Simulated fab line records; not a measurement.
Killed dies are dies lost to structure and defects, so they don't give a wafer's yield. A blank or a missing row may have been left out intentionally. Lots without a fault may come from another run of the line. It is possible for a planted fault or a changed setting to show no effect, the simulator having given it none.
fab line records	flow nand-harc
[record] lots = 24	wafers = 72	last-day = 24
route steps=1159 shown A_CONTACT@866
lots with no fault: from the same line, run without faults
start-h: the number of hours between the record's first day and the start of the first shown wafer of the lot	wait-h: hours elapsed since this lot's preceding step	" repeats the value in the row above	L1.1+2: several wafers, shown together as one row	- no value, or no start was given	* or withheld: withheld	< > ~ a bound
route shown NAME@n: names a module that has steps shown in the file, with the first one's number in the route	usual: mean/standard deviation of fault-free wafers	same: alike in all rows	chamber/n: place in a boat	sites: the reading at each site	_std_site: how widely they spread, as a standard deviation	_edge_site: the outer-site mean with the inner-site mean subtracted	radius-mm: how far each site lies from the wafer's centre	mask NAME#n: copy n	behind: tool/chamber where the wafer was last shaped	hold: what put the lot on hold/how long, in hours/how the hold closed	device: the transistor (n, p or np) that didn't switch	end of line: the tests these same wafers got at the end of their route	where a step has no rows: the recipe by itself	killed: count of dies lost to structure and defects at first sort (not the wafer's yield)	map: a wafer's dies, x killed, . not, _ none there
set.NAME: the setting as run; set.NAME@STEP: as run at that earlier step	model.NAME: the simulator's own value behind a step, which no gauge read
one table for each step of the route and one row for each wafer, over a sample of lots
services: the hour from which a tool's chamber was out of use, counted from the record's first day as start-h (under 0 if before that day), plus the number of hours and why
[[steps]]
[step NHARC_A_CONTACT_ETCH_115]
[recipe] source-w = withheld	pressure-mtorr = 20	bias-v = 3000	time-s = 94	target-depth-a = 9220	ar-flow-sccm = withheld	c4f8-flow-sccm = withheld	o2-flow-sccm = withheld	chemistry = C4F8/O2/Ar
[usual] chamber-pressure-mTorr = 20.001/0.018
lot.wafer	tool	chamber	start-h	wait-h	chamber-pressure-mTorr	rf-hours-counter-h
L074.2	har-cap-etch-01	0	370.62	0.1	20.001	54
L074.4	"	0	"	"	20.002	-
L074.5	"	1	"	"	20.009	-
L075.4	har-cap-etch-02	1	375.07	0.1	19.991	-
L075.3	"	0	"	"	19.989	-
L075.6	"	1	"	"	20.027	-
L076.2	har-cap-etch-01	0	392.41	0.1	19.992	59
L076.4	"	0	"	"	20.023	-
L076.5	"	0	"	"	19.981	-
L078.3	har-cap-etch-03	1	396.95	0.1	20.015	-
L078.4	"	0	"	"	20.011	-
L078.5	"	0	"	"	19.984	-
L077.2	har-cap-etch-01	1	401.51	0.1	20.027	60
L077.1	"	0	"	"	20.018	60
L077.4	"	1	"	"	20.010	-
L080.4	har-cap-etch-03	0	409.14	0.1	20.041	-
L080.3	"	1	"	"	20.032	-
L080.5	"	0	"	"	20.028	-
L081.2	har-cap-etch-01	0	411.40	0.1	19.963	62
L081.3	"	0	"	"	20.008	-
L081.6	"	0	"	"	19.976	-
L079.1	har-cap-etch-03	0	415.40	0.1	19.993	85
L079.5	"	1	"	"	19.988	-
L079.6	"	0	"	"	19.985	-
L083.1	har-cap-etch-02	1	426.00	0.1	20.012	19
L083.3	"	1	"	"	19.964	-
L083.5	"	0	"	"	19.992	-
L082.4	har-cap-etch-03	0	426.41	0.1	20.017	-
L082.3	"	1	"	"	19.966	-
L082.6	"	1	"	"	20.006	-
L084.1	har-cap-etch-02	0	429.96	0.1	20.002	20
L084.3	"	0	"	"	20.000	-
L084.6	"	1	"	"	20.000	-
L085.3	har-cap-etch-01	1	439.38	0.1	20.017	-
L085.4	"	0	"	"	19.990	-
L085.5	"	0	"	"	20.008	-
L086.2	har-cap-etch-01	0	445.30	0.1	20.007	69
L086.4	"	0	"	"	19.995	-
L086.6	"	1	"	"	19.997	-
L087.2	har-cap-etch-02	0	449.54	0.1	19.983	24
L087.5	"	0	"	"	19.996	-
L087.6	"	1	"	"	19.987	-
L088.1	har-cap-etch-01	1	450.01	0.1	19.988	70
L088.4	"	1	"	"	20.003	-
L088.5	"	0	"	"	19.969	-
L090.1	har-cap-etch-01	1	457.09	0.1	19.981	71
L090.2	"	0	"	"	20.017	71
L090.6	"	0	"	"	20.002	-
L089.1	har-cap-etch-02	1	457.56	0.1	20.002	26
L089.2	"	0	"	"	20.004	26
L089.4	"	0	"	"	19.995	-
L091.1	har-cap-etch-03	0	482.44	0.1	20.017	97
L091.2	"	1	"	"	19.999	97
L091.5	"	0	"	"	19.990	-
L092.1	har-cap-etch-01	1	482.50	0.1	19.981	76
L092.3	"	1	"	"	20.020	-
L092.5	"	1	"	"	20.022	-
L094.1	har-cap-etch-02	0	488.89	0.1	19.992	29
L094.5	"	1	"	"	20.033	-
L094.6	"	0	"	"	20.023	-
L093.1	har-cap-etch-03	1	490.17	0.1	20.000	98
L093.2	"	0	"	"	20.004	98
L093.6	"	0	"	"	20.037	-
L096.2	har-cap-etch-03	0	494.26	0.1	20.020	100
L096.4	"	1	"	"	20.003	-
L096.6	"	0	"	"	19.994	-
L095.1	har-cap-etch-02	1	498.99	0.1	20.040	32
L095.4	"	1	"	"	20.007	-
L095.5	"	1	"	"	19.994	-
L097.2	har-cap-etch-02	1	504.57	0.1	19.976	33
L097.1	"	0	"	"	20.006	33
L097.4	"	1	"	"	20.022	-
[step NHARC_A_CONTACT_ETCH_128]
[recipe] source-w = withheld	pressure-mtorr = 20	bias-v = 1200	time-s = 155	target-depth-a = 9560	ar-flow-sccm = withheld	c4f8-flow-sccm = withheld	o2-flow-sccm = withheld	chemistry = C4F8/O2/Ar
[usual] chamber-pressure-mTorr = 20.003/0.019
lot.wafer	tool	chamber	start-h	wait-h	chamber-pressure-mTorr	rf-hours-counter-h
L074.2	har-cap-etch-01	1	377.59	0.1	20.013	56
L074.4	"	0	"	"	20.009	-
L074.5	"	0	"	"	20.008	-
L075.4	har-cap-etch-01	1	383.31	0.1	20.030	-
L075.3	"	0	"	"	20.015	-
L075.6	"	0	"	"	20.042	-
L076.2	har-cap-etch-02	0	399.40	0.1	20.007	14
L076.4	"	0	"	"	20.001	-
L076.5	"	0	"	"	20.006	-
L078.3	har-cap-etch-03	1	404.21	0.1	19.992	-
L078.4	"	0	"	"	20.033	-
L078.5	"	1	"	"	20.006	-
L077.2	har-cap-etch-01	1	408.51	0.1	19.998	61
L077.1	"	0	"	"	20.006	61
L077.4	"	1	"	"	19.992	-
L080.3	har-cap-etch-01	1	418.55	0.1	20.001	-
L080.4	"	0	"	"	20.007	-
L080.5	"	1	"	"	20.013	-
L081.2	har-cap-etch-02	0	421.17	0.1	20.017	18
L081.3	"	1	"	"	19.999	-
L081.6	"	1	"	"	20.002	-
L079.1	har-cap-etch-03	1	423.40	0.1	19.981	86
L079.5	"	0	"	"	19.973	-
L079.6	"	1	"	"	20.034	-
L083.1	har-cap-etch-01	0	432.77	0.1	20.012	66
L083.3	"	1	"	"	20.035	-
L083.5	"	1	"	"	20.009	-
L082.3	har-cap-etch-02	1	433.57	0.1	20.001	-
L082.4	"	0	"	"	20.014	-
L082.6	"	0	"	"	19.992	-
L084.1	har-cap-etch-03	0	438.03	0.1	20.015	89
L084.3	"	0	"	"	20.010	-
L084.6	"	1	"	"	20.041	-
L085.3	har-cap-etch-03	0	446.60	0.1	19.968	-
L085.4	"	1	"	"	19.987	-
L085.5	"	0	"	"	19.986	-
L086.2	har-cap-etch-03	1	452.13	0.1	20.018	93
L086.4	"	0	"	"	19.984	-
L086.6	"	0	"	"	19.984	-
L087.2	har-cap-etch-03	0	458.64	0.1	20.008	94
L087.6	"	1	"	"	20.050	-
L087.5	"	0	"	"	20.006	-
L088.1	har-cap-etch-01	1	458.81	0.1	19.978	73
L088.4	"	0	"	"	20.022	-
L088.5	"	0	"	"	19.976	-
L090.1	har-cap-etch-03	1	464.11	0.1	20.017	95
L090.2	"	0	"	"	20.004	95
L090.6	"	1	"	"	20.017	-
L089.1	har-cap-etch-01	1	464.84	0.1	20.003	74
L089.2	"	0	"	"	20.004	74
L089.4	"	1	"	"	19.991	-
L091.1	har-cap-etch-01	0	491.86	0.1	20.009	77
L091.2	"	1	"	"	19.971	77
L091.5	"	0	"	"	20.010	-
L092.1	har-cap-etch-02	0	492.53	0.2	19.986	31
L092.3	"	1	"	"	19.992	-
L092.5	"	1	"	"	19.996	-
L094.1	har-cap-etch-01	1	498.23	0.1	20.019	79
L094.6	"	1	"	"	20.027	-
L094.5	"	0	"	"	20.016	-
L093.2	har-cap-etch-03	1	499.17	0.1	19.978	101
L093.1	"	0	"	"	19.972	101
L093.6	"	0	"	"	19.997	-
L096.2	har-cap-etch-03	0	501.93	0.1	20.018	102
L096.4	"	1	"	"	20.007	-
L096.6	"	0	"	"	19.995	-
L095.1	har-cap-etch-01	0	507.84	0.1	20.034	82
L095.4	"	0	"	"	19.990	-
L095.5	"	0	"	"	19.989	-
L097.2	har-cap-etch-03	1	513.41	0.1	20.017	104
L097.1	"	0	"	"	20.014	104
L097.4	"	1	"	"	19.972	-
[step NHARC_A_CONTACT_ETCH_137]
[recipe] source-w = withheld	pressure-mtorr = 20	bias-v = 3000	time-s = 132	target-depth-a = 12870	ar-flow-sccm = withheld	c4f8-flow-sccm = withheld	o2-flow-sccm = withheld	chemistry = C4F8/O2/Ar
[usual] chamber-pressure-mTorr = 20.000/0.021
lot.wafer	tool	chamber	start-h	wait-h	chamber-pressure-mTorr	rf-hours-counter-h
L074.2	har-cap-etch-03	0	385.15	0.1	20.003	80
L074.4	"	1	"	"	19.980	-
L074.5	"	0	"	"	20.021	-
L075.4	har-cap-etch-02	0	391.29	0.1	19.990	-
L075.3	"	1	"	"	20.031	-
L075.6	"	0	"	"	20.017	-
L076.2	har-cap-etch-02	1	405.57	0.1	20.019	15
L076.4	"	1	"	"	19.987	-
L076.5	"	0	"	"	19.983	-
L078.4	har-cap-etch-02	1	410.13	0.1	19.991	-
L078.3	"	0	"	"	20.019	-
L078.5	"	0	"	"	20.006	-
L077.2	har-cap-etch-02	0	415.33	0.1	19.986	17
L077.1	"	1	"	"	19.971	17
L077.4	"	1	"	"	19.962	-
L080.3	har-cap-etch-01	1	425.38	0.1	19.992	-
L080.4	"	0	"	"	20.001	-
L080.5	"	0	"	"	19.989	-
L081.2	har-cap-etch-01	0	427.90	0.1	19.987	66
L081.3	"	0	"	"	20.022	-
L081.6	"	1	"	"	19.993	-
L079.1	har-cap-etch-03	0	430.83	0.1	20.027	88
L079.6	"	1	"	"	19.997	-
L079.5	"	0	"	"	20.012	-
L083.1	har-cap-etch-02	0	439.63	0.1	19.997	23
L083.3	"	1	"	"	20.017	-
L083.5	"	1	"	"	20.002	-
L082.3	har-cap-etch-03	1	440.08	0.1	20.012	-
L082.4	"	0	"	"	20.022	-
L082.6	"	1	"	"	20.000	-
L084.1	har-cap-etch-02	0	444.97	0.1	19.961	23
L084.3	"	0	"	"	20.022	-
L084.6	"	0	"	"	19.978	-
L085.4	har-cap-etch-02	0	452.77	0.1	19.981	-
L085.3	"	1	"	"	20.007	-
L085.5	"	1	"	"	20.034	-
L086.2	har-cap-etch-02	0	459.64	0.1	19.982	27
L086.4	"	1	"	"	19.974	-
L086.6	"	0	"	"	20.005	-
L087.2	har-cap-etch-02	0	465.50	0.1	20.015	28
L087.5	"	1	"	"	20.011	-
L087.6	"	0	"	"	19.992	-
L088.1	har-cap-etch-03	1	465.70	0.1	20.033	97
L088.4	"	0	"	"	20.020	-
L088.5	"	0	"	"	20.014	-
L090.1	har-cap-etch-01	0	470.31	0.1	20.019	75
L090.2	"	1	"	"	20.005	75
L090.6	"	1	"	"	19.995	-
L089.2	har-cap-etch-02	0	471.18	0.1	20.010	28
L089.1	"	1	"	"	20.021	28
L089.4	"	1	"	"	19.967	-
L091.1	har-cap-etch-01	0	499.66	0.1	20.003	80
L091.2	"	1	"	"	19.991	80
L091.5	"	1	"	"	19.995	-
L092.1	har-cap-etch-01	1	500.57	0.1	20.027	80
L092.3	"	1	"	"	20.023	-
L092.5	"	1	"	"	19.982	-
L094.1	har-cap-etch-01	1	505.39	0.1	20.002	81
L094.5	"	1	"	"	20.005	-
L094.6	"	0	"	"	20.013	-
L093.2	har-cap-etch-03	1	506.67	0.1	20.009	104
L093.1	"	0	"	"	19.975	104
L093.6	"	1	"	"	19.984	-
L096.2	har-cap-etch-02	0	508.59	0.2	20.010	34
L096.4	"	1	"	"	19.999	-
L096.6	"	1	"	"	19.981	-
L095.1	har-cap-etch-01	0	514.11	0.1	20.011	83
L095.4	"	1	"	"	19.995	-
L095.5	"	1	"	"	20.017	-
L097.1	har-cap-etch-02	0	519.80	0.1	20.020	35
L097.2	"	1	"	"	20.015	35
L097.4	"	0	"	"	19.999	-
[step NHARC_A_CONTACT_ETCH_138]
[recipe] source-w = withheld	pressure-mtorr = 20	bias-v = 3000	time-s = 132	target-depth-a = 12890	ar-flow-sccm = withheld	c4f8-flow-sccm = withheld	o2-flow-sccm = withheld	chemistry = C4F8/O2/Ar
[usual] chamber-pressure-mTorr = 20.001/0.017
lot.wafer	tool	chamber	start-h	wait-h	chamber-pressure-mTorr	rf-hours-counter-h
L074.2	har-cap-etch-03	0	385.27	0.1	20.021	80
L074.4	"	1	"	"	20.017	-
L074.5	"	0	"	"	19.991	-
L075.4	har-cap-etch-02	0	391.42	0.1	20.008	-
L075.3	"	1	"	"	20.014	-
L075.6	"	0	"	"	20.012	-
L076.2	har-cap-etch-02	1	405.69	0.1	19.986	15
L076.4	"	1	"	"	19.986	-
L076.5	"	0	"	"	20.010	-
L078.4	har-cap-etch-02	1	410.25	0.1	20.023	-
L078.3	"	0	"	"	20.023	-
L078.5	"	0	"	"	19.989	-
L077.2	har-cap-etch-02	0	415.45	0.1	19.993	17
L077.1	"	1	"	"	20.014	17
L077.4	"	1	"	"	20.024	-
L080.3	har-cap-etch-01	1	425.50	0.1	19.998	-
L080.4	"	0	"	"	20.002	-
L080.5	"	0	"	"	19.992	-
L081.2	har-cap-etch-01	0	428.03	0.1	19.988	66
L081.3	"	0	"	"	20.002	-
L081.6	"	1	"	"	20.018	-
L079.1	har-cap-etch-03	0	430.95	0.1	20.033	89
L079.6	"	1	"	"	19.988	-
L079.5	"	0	"	"	19.978	-
L083.1	har-cap-etch-02	0	439.75	0.1	20.006	23
L083.3	"	1	"	"	19.982	-
L083.5	"	1	"	"	19.992	-
L082.3	har-cap-etch-03	1	440.20	0.1	19.995	-
L082.4	"	0	"	"	19.987	-
L082.6	"	1	"	"	20.004	-
L084.1	har-cap-etch-02	0	445.09	0.1	19.992	23
L084.3	"	0	"	"	20.011	-
L084.6	"	0	"	"	20.005	-
L085.4	har-cap-etch-02	0	452.89	0.1	19.999	-
L085.3	"	1	"	"	19.975	-
L085.5	"	1	"	"	20.022	-
L086.2	har-cap-etch-02	0	459.76	0.1	19.985	27
L086.4	"	1	"	"	20.013	-
L086.6	"	0	"	"	19.966	-
L087.2	har-cap-etch-02	0	465.62	0.1	20.059	28
L087.5	"	1	"	"	19.995	-
L087.6	"	0	"	"	19.991	-
L088.1	har-cap-etch-03	1	465.82	0.1	20.016	97
L088.4	"	0	"	"	20.042	-
L088.5	"	0	"	"	19.983	-
L090.1	har-cap-etch-01	0	470.44	0.1	19.985	75
L090.2	"	1	"	"	20.020	75
L090.6	"	1	"	"	20.006	-
L089.2	har-cap-etch-02	0	471.30	0.1	19.988	29
L089.1	"	1	"	"	20.014	29
L089.4	"	1	"	"	20.014	-
L091.1	har-cap-etch-01	0	499.78	0.1	19.989	80
L091.2	"	1	"	"	19.983	80
L091.5	"	1	"	"	19.946	-
L092.1	har-cap-etch-01	1	500.69	0.1	20.000	81
L092.3	"	1	"	"	19.995	-
L092.5	"	1	"	"	20.007	-
L094.1	har-cap-etch-01	1	505.51	0.1	19.979	81
L094.5	"	1	"	"	20.000	-
L094.6	"	0	"	"	20.023	-
L093.2	har-cap-etch-03	1	506.80	0.1	19.994	104
L093.1	"	0	"	"	20.017	104
L093.6	"	1	"	"	19.978	-
L096.2	har-cap-etch-02	0	508.81	0.2	19.985	34
L096.4	"	1	"	"	19.968	-
L096.6	"	1	"	"	20.015	-
L095.1	har-cap-etch-01	0	514.24	0.1	19.991	83
L095.4	"	1	"	"	20.007	-
L095.5	"	1	"	"	20.011	-
L097.1	har-cap-etch-02	0	519.96	0.1	20.028	35
L097.2	"	1	"	"	20.001	35
L097.4	"	0	"	"	20.027	-
[step NHARC_A_CONTACT_ETCH_92]
[recipe] target-depth-a = 400	over-etch-frac = 0.5	time-s = 85.7	ion-energy-ev = 120	ch3f-flow-sccm = 50	o2-flow-sccm = 30	ar-flow-sccm = 200	rf-w = 500	bias-w = 100	chemistry = CH3F/O2
[usual] bias-w = 100.0/0.32	chamber-pressure-mTorr = 24.999/0.023	drypump-motor-current-A = 5.8/0.43	oes-product-au = 0.95/0.035	rf-vpp-V = 243.8/1.5	showerhead-plenum-p-Torr = 2.42/0.1	throttle-valve-pct = 20.662/0.0093
lot.wafer	tool	chamber	start-h	wait-h	bias-w	chamber-pressure-mTorr	drypump-motor-current-A	oes-product-au	rf-hours-counter-h	rf-vpp-V	showerhead-plenum-p-Torr	throttle-valve-pct
L074.2	rie-diel-03	3	385.79	0.4	99.4	24.983	6.5	0.94	29	243.4	2.43	20.682
L074.4	"	2	"	"	99.7	25.039	6.2	0.92	30	243.7	2.30	20.647
L074.5	"	3	"	"	99.7	25.004	6.5	0.93	-	244.3	2.43	20.673
L075.4	rie-diel-12	3	391.91	0.3	100.1	25.017	5.7	1.01	1	244.8	2.44	20.669
L075.3	"	0	"	"	100.4	25.025	6.1	1.01	1	245.1	2.57	20.665
L075.6	"	3	"	"	99.7	25.011	5.7	1.00	-	243.6	2.44	20.658
L076.2	rie-diel-12	0	406.23	0.4	99.9	24.984	6.1	0.94	5	244.3	2.56	20.673
L076.4	"	2	"	"	99.8	25.029	5.2	0.92	4	243.5	2.34	20.663
L076.5	"	3	"	"	99.9	25.039	5.7	0.94	-	244.4	2.44	20.671
L078.3	rie-diel-03	3	410.74	0.3	100.4	24.998	6.6	0.93	2	243.5	2.43	20.675
L078.4	"	0	"	"	99.6	25.033	6.0	0.93	2	245.6	2.43	20.649
L078.5	"	0	"	"	100.3	24.993	6.0	0.93	-	243.5	2.43	20.661
L077.4	rie-diel-03	2	415.97	0.3	99.8	25.022	6.2	0.93	3	241.8	2.30	20.665
L077.2	"	3	"	"	100.0	24.998	6.6	0.92	3	244.3	2.43	20.656
L077.1	"	1	"	"	99.6	25.018	5.7	0.92	3	243.6	2.57	20.660
L080.4	rie-diel-08	2	426.04	0.3	100.0	25.030	5.7	0.93	43	241.8	2.28	20.667
L080.3	"	0	"	"	100.2	25.000	6.0	0.93	39	246.0	2.53	20.665
L080.5	"	2	"	"	99.7	24.963	5.7	0.93	-	243.3	2.28	20.642
L081.3	rie-diel-08	2	428.54	0.3	100.5	24.976	5.7	1.01	44	243.1	2.28	20.663
L081.2	"	3	"	"	100.3	25.004	4.8	1.00	41	241.4	2.31	20.670
L081.6	"	2	"	"	100.1	24.986	5.7	1.00	-	241.2	2.28	20.670
L079.1	rie-diel-12	2	431.47	0.3	100.0	24.972	5.2	1.01	14	241.9	2.33	20.644
L079.5	"	1	"	"	99.9	24.986	6.0	1.01	-	244.4	2.41	20.652
L079.6	"	2	"	"	100.2	24.999	5.2	1.00	-	243.3	2.33	20.666
L083.1	rie-diel-08	1	440.28	0.4	100.2	24.994	5.8	1.01	47	242.4	2.43	20.676
L083.3	"	2	"	"	100.2	25.028	5.7	1.00	48	242.1	2.28	20.675
L083.5	"	1	"	"	100.6	25.006	5.8	1.01	-	244.2	2.43	20.658
L082.4	rie-diel-12	0	440.71	0.3	99.7	24.971	6.1	0.94	18	246.0	2.56	20.663
L082.3	"	1	"	"	100.3	25.054	6.0	0.93	17	244.3	2.41	20.670
L082.6	"	2	"	"	100.3	24.992	5.2	0.92	-	243.3	2.33	20.666
L084.3	rie-diel-08	2	445.61	0.3	99.7	24.976	5.7	0.94	49	242.7	2.28	20.660
L084.1	"	3	"	"	100.1	24.996	4.8	0.94	46	242.2	2.31	20.651
L084.6	"	2	"	"	99.9	24.999	5.7	0.94	-	241.0	2.28	20.648
L085.4	rie-diel-03	1	453.37	0.3	100.1	24.977	5.7	0.93	12	244.9	2.56	20.680
L085.3	"	3	"	"	99.4	24.999	6.6	0.93	10	243.8	2.42	20.657
L085.5	"	2	"	"	100.2	24.987	6.2	0.93	-	243.3	2.30	20.668
L086.4	rie-diel-08	2	460.29	0.3	99.8	25.010	5.7	0.93	55	242.1	2.28	20.668
L086.2	"	3	"	"	99.7	24.991	4.8	0.93	52	242.6	2.30	20.671
L086.6	"	1	"	"	100.0	24.986	5.8	0.92	-	243.7	2.43	20.660
L087.2	rie-diel-03	3	466.22	0.4	100.3	24.996	6.5	1.00	15	243.0	2.42	20.668
L087.6	"	1	"	"	100.7	24.978	5.7	1.01	-	247.4	2.56	20.655
L087.5	"	2	"	"	99.8	25.018	6.2	1.01	-	242.5	2.29	20.667
L088.1	rie-diel-03	1	466.39	0.4	100.2	25.000	5.7	0.93	16	245.7	2.56	20.669
L088.4	"	0	"	"	99.4	24.947	6.0	0.92	16	243.9	2.43	20.652
L088.5	"	2	"	"	100.3	25.020	6.2	0.92	-	242.2	2.29	20.667
L090.2	rie-diel-03	1	470.97	0.3	100.1	24.983	5.7	0.93	17	245.0	2.56	20.667
L090.1	"	2	"	"	99.9	24.999	6.2	0.93	16	240.4	2.29	20.674
L090.6	"	0	"	"	100.0	24.998	6.0	0.93	-	243.8	2.43	20.667
L089.4	rie-diel-03	2	471.82	0.2	100.3	24.991	6.1	0.93	16	243.3	2.29	20.659
L089.1	"	3	"	"	100.7	25.007	6.6	0.92	16	243.1	2.42	20.664
L089.2	"	1	"	"	100.7	24.995	5.7	0.92	17	246.6	2.56	20.662
L091.2	rie-diel-03	3	500.32	0.3	100.4	24.975	6.6	0.92	20	243.4	2.42	20.648
L091.1	"	0	"	"	99.6	25.005	6.0	0.92	21	242.8	2.43	20.657
L091.5	"	3	"	"	100.2	25.010	6.6	0.92	-	243.3	2.42	20.664
L092.3	rie-diel-12	1	501.23	0.3	99.6	24.964	6.0	1.01	43	243.2	2.40	20.670
L092.1	"	2	"	"	99.5	25.011	5.1	0.99	41	242.6	2.32	20.658
L092.5	"	0	"	"	99.6	25.009	6.1	1.01	-	245.4	2.55	20.670
L094.1	rie-diel-03	1	506.04	0.4	100.4	25.004	5.7	0.91	22	244.8	2.56	20.650
L094.5	"	2	"	"	100.0	24.946	6.2	0.92	-	243.0	2.29	20.649
L094.6	"	0	"	"	100.4	24.995	6.0	0.93	-	244.7	2.43	20.662
L093.2	rie-diel-12	1	507.35	0.4	99.8	25.012	6.0	0.92	44	244.5	2.40	20.668
L093.1	"	2	"	"	99.8	24.959	5.2	0.92	43	242.7	2.32	20.667
L093.6	"	0	"	"	100.1	24.957	6.1	0.93	-	245.0	2.55	20.676
L096.2	rie-diel-03	2	509.64	0.5	99.9	24.974	6.2	0.94	21	241.4	2.29	20.669
L096.4	"	0	"	"	99.3	25.046	6.0	0.92	-	244.4	2.43	20.659
L096.6	"	2	"	"	100.2	24.969	6.2	0.93	-	241.1	2.29	20.675
L095.1	rie-diel-08	0	514.79	0.4	99.5	25.035	6.0	0.92	12	244.3	2.51	20.670
L095.4	"	2	"	"	99.6	25.006	5.7	0.93	10	246.4	2.66	20.661
L095.5	"	3	"	"	99.7	25.032	4.9	0.93	-	242.0	2.30	20.659
L097.4	rie-diel-08	2	520.53	0.3	99.5	25.020	5.7	0.93	12	246.8	2.66	20.669
L097.2	"	3	"	"	99.7	25.020	4.9	0.92	11	242.9	2.30	20.666
L097.1	"	1	"	"	99.7	24.998	5.8	0.94	14	244.5	2.42	20.672
[step NHARC_A_CONTACT_CMP_20]
[recipe] t-overpolish-s = 30	target-thk-nm = 300
[usual] edge-zone-pressure-frac = 1.000/0.0049	motor-current-A = 11.9/1.2	overpolish-run-s = 29.999/0.0086	retaining-ring-pressure-frac = 1.000/0.0047	time-to-endpoint-s = 60.4/2.1
lot.wafer	tool	chamber	start-h	wait-h	edge-zone-pressure-frac	motor-current-A	overpolish-run-s	retaining-ring-pressure-frac	time-to-endpoint-s
L074.2	cmp-01	2	393.78	0.7	1.001	12.4	30.000	1.000	60.6
L074.4	"	1	"	"	1.004	12.5	30.007	1.008	60.4
L074.5	"	2	"	"	1.000	12.2	29.992	0.999	62.2
L075.4	cmp-01	2	395.55	0.4	0.993	11.7	29.998	1.001	58.6
L075.3	"	3	"	"	0.995	11.1	30.007	1.002	58.5
L075.6	"	1	"	"	1.002	12.7	29.986	0.996	57.7
L076.4	cmp-03	3	411.16	0.5	1.001	11.2	30.002	0.991	59.6
L076.2	"	0	"	"	0.995	13.6	29.995	1.006	57.7
L076.5	"	2	"	"	1.000	11.2	29.999	1.002	55.8
L078.4	cmp-01	2	412.99	0.5	1.006	11.7	30.001	0.996	59.7
L078.3	"	0	"	"	1.006	12.0	29.997	1.003	61.3
L078.5	"	3	"	"	0.990	11.4	29.999	1.005	62.9
L077.2	cmp-01	0	424.21	0.8	0.993	11.1	30.003	0.997	60.4
L077.4	"	2	"	"	1.004	12.1	30.006	1.002	62.0
L077.1	"	3	"	"	1.006	11.2	30.018	1.003	60.8
L080.4	cmp-03	3	429.33	0.6	1.005	11.4	29.986	0.995	57.9
L080.3	"	0	"	"	0.990	13.5	30.008	1.002	56.6
L080.5	"	1	"	"	1.008	11.6	30.003	1.002	58.9
L081.2	cmp-01	1	430.82	0.8	0.996	11.1	30.001	0.995	58.9
L081.3	"	2	"	"	0.996	12.3	29.995	1.006	58.4
L081.6	"	0	"	"	0.998	11.3	30.015	0.996	61.9
L079.1	cmp-04	1	433.96	0.7	1.003	9.8	29.999	1.001	62.5
L079.5	"	0	"	"	1.002	14.8	29.988	0.988	63.1
L079.6	"	1	"	"	1.010	10.1	29.990	1.000	60.2
L083.1	cmp-04	3	443.56	0.7	0.998	11.9	30.009	1.012	59.0
L083.3	"	1	"	"	1.009	9.3	30.009	1.003	58.8
L083.5	"	0	"	"	1.006	14.5	29.986	0.998	55.6
L082.3	cmp-01	1	443.57	0.5	0.999	12.4	29.995	1.004	58.5
L082.4	"	2	"	"	0.998	11.1	29.998	1.001	59.0
L082.6	"	1	"	"	1.001	11.6	30.011	1.006	59.4
L084.3	cmp-03	2	455.63	0.4	0.995	10.9	30.010	1.003	60.1
L084.1	"	3	"	"	1.000	11.4	29.992	0.994	59.2
L084.6	"	1	"	"	0.999	11.8	29.984	0.998	58.6
L085.4	cmp-04	0	459.17	0.4	1.006	14.7	29.991	0.995	57.6
L085.3	"	3	"	"	0.999	12.1	29.993	1.001	61.2
L085.5	"	1	"	"	0.993	9.6	30.014	1.001	61.1
L086.2	cmp-04	2	462.72	0.8	1.002	12.6	30.005	1.010	60.3
L086.4	"	3	"	"	0.995	12.1	29.978	1.003	59.3
L086.6	"	2	"	"	1.000	13.0	29.987	1.006	58.9
L087.2	cmp-03	0	468.65	0.6	0.996	13.8	30.002	1.001	58.5
L087.5	"	0	"	"	0.995	13.5	30.016	0.993	60.0
L087.6	"	1	"	"	1.007	12.2	29.997	0.998	56.7
L088.4	cmp-03	2	469.40	0.5	0.997	11.4	30.003	1.000	63.1
L088.1	"	1	"	"	1.001	11.5	30.000	1.006	60.2
L088.5	"	3	"	"	1.001	11.2	29.994	0.996	63.0
L090.1	cmp-04	0	474.88	0.8	1.000	14.8	29.981	1.001	61.3
L090.2	"	1	"	"	0.997	9.6	30.002	0.998	61.4
L090.6	"	3	"	"	1.004	12.5	30.000	0.998	64.0
L089.1	cmp-04	3	475.47	0.8	1.001	12.4	29.980	1.003	60.0
L089.2	"	0	"	"	0.995	14.4	29.986	0.994	57.0
L089.4	"	1	"	"	1.001	9.9	29.977	1.005	62.3
L091.1	cmp-03	1	502.67	0.8	1.002	11.8	29.994	1.001	60.9
L091.2	"	3	"	"	0.998	11.1	30.001	1.008	61.4
L091.5	"	2	"	"	0.997	11.2	29.999	0.998	63.6
L092.1	cmp-04	3	503.67	0.8	0.996	11.6	30.000	1.007	62.4
L092.3	"	1	"	"	1.000	9.5	29.987	0.994	63.1
L092.5	"	3	"	"	1.000	11.8	30.002	1.001	62.8
L094.1	cmp-01	3	510.73	0.7	0.993	11.1	29.999	0.997	60.3
L094.6	"	1	"	"	1.003	11.5	29.998	1.002	61.7
L094.5	"	2	"	"	0.999	12.0	30.005	1.002	61.5
L093.1	cmp-01	1	514.32	0.8	1.001	11.8	30.004	1.006	62.9
L093.2	"	3	"	"	1.011	11.0	30.010	0.995	63.3
L093.6	"	1	"	"	1.001	11.6	29.993	0.997	59.4
L096.2	cmp-01	3	515.10	0.7	0.991	10.4	29.989	0.994	60.2
L096.4	"	0	"	"	0.998	11.7	30.005	1.003	61.4
L096.6	"	1	"	"	1.002	11.9	30.003	0.997	57.9
L095.4	cmp-03	2	520.54	0.4	1.001	10.5	30.007	1.005	58.7
L095.1	"	0	"	"	0.999	14.2	30.001	0.996	61.1
L095.5	"	2	"	"	0.994	11.2	30.005	1.007	57.9
L097.2	cmp-01	3	522.81	0.7	0.985	11.6	30.007	0.996	59.5
L097.1	"	0	"	"	1.005	11.5	30.001	1.001	61.6
L097.4	"	1	"	"	1.000	12.6	30.004	1.015	57.8
[[services]]
tool	chamber	start-h	hours	kind
har-cap-etch-01	-	346.71	10.3	repair
rie-diel-03	0	346.93	-	clean
cmp-04	-	347.18	2.8	repair
cmp-03	-	351.44	2.4	repair
cmp-01	-	353.74	1.3	repair
har-cap-etch-03	-	365.53	5.1	repair
cmp-01	-	369.58	3.1	repair
cmp-01	-	375.65	4.0	pm
cmp-04	-	377.08	0.2	repair
rie-diel-08	3	386.36	2.3	repair
rie-diel-03	-	392.30	9.0	pm
cmp-03	-	395.85	4.0	pm
cmp-04	-	398.44	1.2	repair
har-cap-etch-01	-	398.89	0.1	repair
cmp-04	-	401.00	4.0	pm
har-cap-etch-02	-	407.55	0.5	repair
cmp-01	-	440.48	1.1	repair
cmp-01	-	473.65	4.0	pm
rie-diel-08	-	478.98	9.0	pm
rie-diel-03	2	479.61	3.9	repair
cmp-03	-	493.85	4.0	pm
cmp-04	-	499.00	4.0	pm
rie-diel-03	3	500.62	17.4	repair
cmp-01	-	508.99	1.4	repair
[[key]]
fault none
